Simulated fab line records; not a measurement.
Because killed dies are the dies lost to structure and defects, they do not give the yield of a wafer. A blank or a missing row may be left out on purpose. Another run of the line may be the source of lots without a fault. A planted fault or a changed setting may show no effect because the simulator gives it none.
The tool behind it: which one?	flow n5_finfet	10 lots with 30 wafers sampled at 2 steps, on a route of 1938 steps

## WHAT THE GAUGES SHOWED, per wafer
N5_BEOL_M15_INSPECT_30: inspects for defects (macro).
lot	measured	on	raw_defect_count
L783	day 11 07:56	defect_inspect-01	1 2 4
L785	day 12 06:29	defect_inspect-01	0 2 4
L786	day 13 00:13	defect_inspect-02	3 1 2
L791	day 13 17:20	defect_inspect-01	>300 >300 >300
L796	day 14 13:38	defect_inspect-01	>300 >300 >300
L799	day 15 13:04	defect_inspect-02	3 2 2
L800	day 15 13:07	defect_inspect-01	4 1 1
L798	day 15 18:34	defect_inspect-02	5 2 1
L803	day 16 08:10	defect_inspect-02	3 1 3
L804	day 17 02:35	defect_inspect-01	1 4 1

## EACH LOT AND THE TOOL THAT RAN IT (in order: tool; ch and the chambers of the sampled wafers; start)
lot	N5_BEOL_M15_STRIP_64
L783	rie_diel-04 ch 0,1,3, day 11 06:00
L785	rie_diel-02 ch 0,3, day 12 05:00
L786	rie_diel-02 ch 0,1,3, day 12 23:00
L791	rie_diel-02 ch 0,2,3, day 13 16:00
L796	rie_diel-02 ch 0,1, day 14 12:00
L799	rie_diel-01 ch 0,2,3, day 15 11:00
L800	rie_diel-01 ch 0,2,3, day 15 11:00
L798	rie_diel-04 ch 1,2,3, day 15 17:00
L803	rie_diel-01 ch 1,2, day 16 06:00
L804	rie_diel-04 ch 2,3, day 17 01:00
- N5_BEOL_M15_STRIP_64: strips in O2.

## THE ANSWER, worked out from the rows above alone
Rule: usual is defined by the lots themselves. The widest of any qualifying gaps counts: lots, ordered by their means at a reading, are off when they make up no more than a third of the lots, leave a main group of 4 or more, and stand apart from it by 3 or more times the standard deviation of that group's means. If all means in a main group match to the digits the tables above print for the reading, that group is not used. A lot without any number at a reading at which 4 lots or more have one is off too. Any other lot the step has rows for is counted as sound.
Off: L791, L796 (N5_BEOL_M15_INSPECT_30, raw_defect_count). Without a number there: L791, L796. The main group: mean 2.2, standard deviation 0.23.
If a tool, at a process step before that reading, ran all the lots that are off and no sound lot after the first of them, it fits. Those tools and the gauges at N5_BEOL_M15_INSPECT_30 are tried in the same way. One fits: N5_BEOL_M15_STRIP_64 on rie_diel-02. A fault onset in the window from L786 (day 12 23:00, its last sound lot) to L791 (day 13 16:00, its first lot off) fits.

## WHAT THE SIMULATOR HAD INSERTED
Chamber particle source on rie_diel-02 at N5_BEOL_M15_STRIP_64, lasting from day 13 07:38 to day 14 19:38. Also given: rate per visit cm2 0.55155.
Lots struck among those shown: L791, L796. The same result came from the rule above.
